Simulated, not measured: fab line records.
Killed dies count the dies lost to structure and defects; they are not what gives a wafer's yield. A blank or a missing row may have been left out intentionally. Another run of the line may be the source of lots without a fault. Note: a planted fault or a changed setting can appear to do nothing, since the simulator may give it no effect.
Chamber matching    flow nand_harc    NHARC_A_STAIRCASE_DESCUM_443 on rie_diel-12 has 4 sister chambers
The step chemistry O2, time 3 s. 4 wafers are shown with their chamber, then 8 later ones without.

## EACH WAFER AND ITS CHAMBER
wafer   chamber  showerhead_plenum_p_Torr (Torr)
L082.5  0        1.79
L089.3  3        1.90
L089.6  2        1.96
L090.3  1        1.77

## WAFERS WHOSE CHAMBER IS MISSING
wafer   showerhead_plenum_p_Torr (Torr)
L090.4  1.96
L090.6  1.77
L093.3  1.90
L093.4  1.76
L093.5  1.76
L095.4  1.90
L095.5  1.78
L095.6  1.90

## WHICH CHAMBER EACH ONE RAN IN
wafer   from the rows above      in truth
L090.4  2                        2
L090.6  1                        1
L093.3  3                        3
L093.4  1                        1
L093.5  1                        1
L095.4  3                        3
L095.5  can't be placed: 0 or 1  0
L095.6  3                        3
7 of 8 placed correctly. From these rows, 1 cannot be placed; in 1 the true chamber is one of the candidates. Wrongly placed: 0.
How it was worked out, from the rows above alone: a wafer's distance from a chamber is the root of the sum, over the readings, of the square of ((its reading less the chamber's mean) divided by the reading's scatter). If the next closest chamber is less than 2 further off than the closest, the wafer can't be placed; otherwise it belongs to the closest. A chamber's mean is the mean of its shown wafers. The scatter: with one shown wafer a chamber, the root of the mean of the squares of how far each hidden wafer lies from its nearest shown one.
